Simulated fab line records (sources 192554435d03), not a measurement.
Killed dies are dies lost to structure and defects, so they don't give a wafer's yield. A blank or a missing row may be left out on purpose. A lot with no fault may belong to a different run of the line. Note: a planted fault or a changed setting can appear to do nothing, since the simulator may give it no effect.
Split-lot trial :: flow n5_finfet :: route with 1938 steps; 7 lots, 21 wafers read

== SPLIT DETAILS ==
At N5_FIN_SAQP_PEB_14 (peb time 60 s), the setting peb_time_s was moved away from the recipe's 60 s on 9 of the 21 wafers read, by -20.1% to +19.3%. For the rest of the wafers, this setting stayed at what the recipe calls for.

== BETWEEN THE SPLIT AND THE READING: the file shows 1 step in between ==
- N5_FIN_SAQP_DEVELOP_15: develop time 30 s

== THE READING ==
Shown in nm: cd_nm at N5_FIN_SAQP_CD_MEAS_16, with target cd 35.6 nm. Typical for fault-free wafers on this fab line: 35.6 nm, with standard deviation 0.36 nm.

wafer: L075.1
tool, chamber at the split: litho_track-04, 0
peb_time_s as run, s: 60
against the recipe: recipe
cd_nm, nm: 36.1
against lot-mates on the recipe: -

wafer: L075.4
tool, chamber at the split: litho_track-04, 0
peb_time_s as run, s: 52.55
against the recipe: -12.4%
cd_nm, nm: 37.7
against lot-mates on the recipe: +1.6

wafer: L075.5
tool, chamber at the split: litho_track-04, 0
peb_time_s as run, s: 52.55
against the recipe: -12.4%
cd_nm, nm: 37.7
against lot-mates on the recipe: +1.6

wafer: L078.1
tool, chamber at the split: litho_track-03, 0
peb_time_s as run, s: 60
against the recipe: recipe
cd_nm, nm: 35.7
against lot-mates on the recipe: -

wafer: L078.2
tool, chamber at the split: litho_track-03, 0
peb_time_s as run, s: 60
against the recipe: recipe
cd_nm, nm: 35.7
against lot-mates on the recipe: -

wafer: L078.4
tool, chamber at the split: litho_track-03, 0
peb_time_s as run, s: 60
against the recipe: recipe
cd_nm, nm: 35.5
against lot-mates on the recipe: -

wafer: L084.2
tool, chamber at the split: litho_track-04, 0
peb_time_s as run, s: 65.64
against the recipe: +9.4%
cd_nm, nm: 34.6
against lot-mates on the recipe: -0.7

wafer: L084.3
tool, chamber at the split: litho_track-04, 0
peb_time_s as run, s: 60
against the recipe: recipe
cd_nm, nm: 35.3
against lot-mates on the recipe: -

wafer: L084.5
tool, chamber at the split: litho_track-04, 0
peb_time_s as run, s: 65.64
against the recipe: +9.4%
cd_nm, nm: 33.9
against lot-mates on the recipe: -1.4

wafer: L085.2
tool, chamber at the split: litho_track-04, 0
peb_time_s as run, s: 60
against the recipe: recipe
cd_nm, nm: 35.4
against lot-mates on the recipe: -

wafer: L085.4
tool, chamber at the split: litho_track-04, 0
peb_time_s as run, s: 71.6
against the recipe: +19.3%
cd_nm, nm: 32.8
against lot-mates on the recipe: -2.6

wafer: L085.6
tool, chamber at the split: litho_track-04, 0
peb_time_s as run, s: 71.6
against the recipe: +19.3%
cd_nm, nm: 33.2
against lot-mates on the recipe: -2.2

wafer: L089.1
tool, chamber at the split: litho_track-03, 0
peb_time_s as run, s: 60
against the recipe: recipe
cd_nm, nm: 35.7
against lot-mates on the recipe: -

wafer: L089.4
tool, chamber at the split: litho_track-03, 0
peb_time_s as run, s: 60
against the recipe: recipe
cd_nm, nm: 35.5
against lot-mates on the recipe: -

wafer: L089.5
tool, chamber at the split: litho_track-03, 0
peb_time_s as run, s: 60
against the recipe: recipe
cd_nm, nm: 35.5
against lot-mates on the recipe: -

wafer: L096.1
tool, chamber at the split: litho_track-03, 0
peb_time_s as run, s: 60
against the recipe: recipe
cd_nm, nm: 35.9
against lot-mates on the recipe: -

wafer: L096.2
tool, chamber at the split: litho_track-03, 0
peb_time_s as run, s: 47.94
against the recipe: -20.1%
cd_nm, nm: 39.4
against lot-mates on the recipe: +3.6

wafer: L096.3
tool, chamber at the split: litho_track-03, 0
peb_time_s as run, s: 60
against the recipe: recipe
cd_nm, nm: 35.6
against lot-mates on the recipe: -

wafer: L097.2
tool, chamber at the split: litho_track-04, 0
peb_time_s as run, s: 52.5
against the recipe: -12.5%
cd_nm, nm: 37.4
against lot-mates on the recipe: +2.4

wafer: L097.4
tool, chamber at the split: litho_track-04, 0
peb_time_s as run, s: 52.5
against the recipe: -12.5%
cd_nm, nm: 37.9
against lot-mates on the recipe: +2.9

wafer: L097.6
tool, chamber at the split: litho_track-04, 0
peb_time_s as run, s: 60
against the recipe: recipe
cd_nm, nm: 35.0
against lot-mates on the recipe: -

THE FIT
A straight line over all 21 wafers: cd_nm changes by -0.156 nm for each +1% of peb_time_s; r = -0.98; the points scatter about the line by 0.33 nm.
The same after taking each lot's own level away (the mean of its wafers on the recipe; 21 wafers): -0.149 nm for each +1%; r = -0.97; scatter 0.36 nm.
That fit puts the effect of the largest move of peb_time_s on the reading at 3 nm.
The lots' own levels span 35.00 to 36.10 nm, that is 3.1 times the standard deviation above.
The two slopes are in agreement: the lot-to-lot level therefore moves the slope only a little.
Check: for one of the wafers moved furthest among these (-20.1%), held out of the fit, the line's prediction against its lot-mates is +2.99 nm. Against them it came out at +3.65 nm.

== FURTHER SPLITS ON THESE WAFERS ==
Note: prior to the reading, these wafers also went through further splits. Each is held against what the fit with the lots' levels taken away leaves over:
other split on the same wafers: N5_WELL_APT_COAT_02 spin_rpm
wafers away from the commonest value: 9
r with cd_nm (lot level and that fit taken away): -0.24

other split on the same wafers: N5_PMOS_HMC_CHANNEL_EPI_HM_DEP_34 time_s
wafers away from the commonest value: 8
r with cd_nm (lot level and that fit taken away): +0.01

other split on the same wafers: N5_PMOS_HMC_CHANNEL_EPI_COAT_03 spin_rpm
wafers away from the commonest value: 7
r with cd_nm (lot level and that fit taken away): +0.05

== FILE'S OWN FIT ==
cd_nm changes by -0.156 nm for each +1% of peb_time_s, r = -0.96.
